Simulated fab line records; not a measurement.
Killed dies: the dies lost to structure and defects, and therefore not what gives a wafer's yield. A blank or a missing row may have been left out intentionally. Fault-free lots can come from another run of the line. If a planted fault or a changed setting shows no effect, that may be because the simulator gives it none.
A lot that was struck, set against a sound lot || flow n5Finfet || 36 steps out of a route of 1938
Sound: wafers L899.3, L899.4, L899.5. Struck: wafer L907.1 (left out: L907.2, L907.6 of the same lot, which were not struck); the cause appears at the end.
Each step with rows lists, per side, the tool, then ch with its chambers, then its first start. Under that, the readings that differ: sound wafers || struck wafers || difference of the means || sigmas: that difference in standard deviations of wafers without a fault.
alike: readings whose means differ by less than 2 such deviations, and words and numbers that are the same on both sides. not compared: withheld readings, readings that some wafer has no value for, bounds like >300 that may hide the same value, and numbers for which the record gives no deviation and whose values overlap.
A row with sigmas, a row that says differs or no value, or rows on one side alone: a step with any of these is where the two part. Numbers that don't overlap but have no deviation are shown without sigmas and don't part them. Lack of a reading on every wafer of one side parts them only where that side has two or more wafers.

first, 8 steps without rows for these wafers: N5_BEOL_M7_SPUTTER_48 (material Cu, target thk 10 nm, time 1.667 s); N5_BEOL_M7_ECD_50 (material Cu, target thk 300 nm); N5_BEOL_M7_ANNEAL_51 (time 90 s); N5_BEOL_M7_CMP_52 (polishes, stops on SiCOH lowk, t overpolish 6.9 s, target thk 80 nm); N5_BEOL_M7_PRE_CLEAN_55 (time 15 s); N5_BEOL_M7_DEP_56 (deposits SiCN from 3MS/NH3, target thk 10 nm, time 17.5 s); N5_BEOL_M8_ILD_DEP_00 (deposits SiCOH lowk from DEMS/porogen, target thk 179.75 nm, time 33.4 s); N5_BEOL_M8_CURE_74 (cures SiCOH lowk, time 240 s).
N5_BEOL_M8_PECVD_70: deposits SiO2 from TEOS/O2, target thk 20 nm, time 22.7 s.
  sound on pecvd-03 ch 0,2, day 13 00:22; struck on pecvd-03 ch 0, day 15 02:52
{"reading": "throttleValvePct (%)", "sound": "20.0 23.8 20.1", "struck": 24.1, "difference": "+2.8", "sigmas": "+2"}
{"reading": "model.SiO2_of_BEOL_M8_PECVD_70.thkNm (nm)", "sound": "20 19.8 20", "struck": 30, "difference": "+10", "sigmas": ""}
  alike: heaterPowerW, showerheadPlenumPTorr
then, 25 steps without rows for these wafers: N5_BEOL_M8_HM_DEP_02 (deposits TiN, target thk 20 nm); N5_BEOL_M8_COAT_59 (time 60 s, resist thk 100 nm); N5_BEOL_M8_COAT_60 (time 60 s, resist thk 35 nm); N5_BEOL_M8_COAT_05 (resist thk 90 nm); N5_BEOL_M8_EBR_07; N5_BEOL_M8_SOFTBAKE_06 (time 60 s); N5_BEOL_M8_EXPOSE_08 (exposes mask M8); N5_BEOL_M8_PEB_09 (peb time 60 s); N5_BEOL_M8_DEVELOP_10 (develop time 30 s); N5_BEOL_M8_DESCUM_16 (chemistry O2, time 7.9 s); N5_BEOL_M8_ETCH_61 (etches SiARC in CF4, target depth 45.5 nm, time 75.8 s); N5_BEOL_M8_ETCH_62 (etches SOC in N2/H2, target depth 110 nm, overetch 22 nm, time 165 s); N5_BEOL_M8_STRIP_68 (strips in N2/H2); N5_BEOL_M8_STRIP_67 (strips in CF4); N5_BEOL_M8_HM_OPEN_17 (chemistry Cl2/BCl3, target TiN, target depth 20 nm, overetch 6 nm); N5_BEOL_M8_STRIP_19 (strips in O2); N5_BEOL_M8_COAT_63 (time 60 s, resist thk 60 nm); N5_BEOL_M8_COAT_64 (time 60 s, resist thk 12 nm); N5_BEOL_M8_COAT_71 (time 60 s, resist thk 5 nm); N5_BEOL_M8_COAT_22 (resist thk 30 nm); N5_BEOL_M8_EBR_24; N5_BEOL_M8_SOFTBAKE_23 (time 60 s); N5_BEOL_M8_EXPOSE_25 (exposes mask V7, target cd 40 nm); N5_BEOL_M8_PEB_26 (peb time 60 s); N5_BEOL_M8_DEVELOP_27 (develop time 30 s).
N5_BEOL_M8_HM_STRIP_39: strips TiN in peroxide tin strip, target depth 25 nm, time 158 s.
  sound on wetBench-05 ch 0,4,6, day 13 04:27; struck on wetBench-01 ch 4, day 15 07:28
{"reading": "model.SiO2_of_BEOL_M8_PECVD_70.thkNm (nm)", "sound": "19.8 19.8 19.8", "struck": 29.8, "difference": "+10.0", "sigmas": ""}
  alike: bathGuardTempC
N5_BEOL_M8_CMP_52: polishes, stops on SiCOH lowk, t overpolish 6.9 s, target thk 80 nm.
  sound on cmp-04 ch 1,3, day 13 06:38; struck on cmp-04 ch 2, day 15 09:52
{"reading": "barrierFieldEndpointS (s)", "sound": "29.5 29.2 29.0", "struck": 41.4, "difference": "+12.2", "sigmas": "+16"}
{"reading": "overpolishRunS (s)", "sound": "6.900 6.909 6.905", "struck": 5.412, "difference": -1.493, "sigmas": "-99 or more"}
  alike: clearingPlatenDownForcePsi, motorCurrentA, retainingRingPressureFrac, slurryFlowMlMin

== WHERE THEY PART ==
First at N5_BEOL_M8_PECVD_70; last, within this record, at N5_BEOL_M8_CMP_52.

WHY: the cause the simulator had injected
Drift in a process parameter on pecvd-03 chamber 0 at N5_BEOL_M8_PECVD_70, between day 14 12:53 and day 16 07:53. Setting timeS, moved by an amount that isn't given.
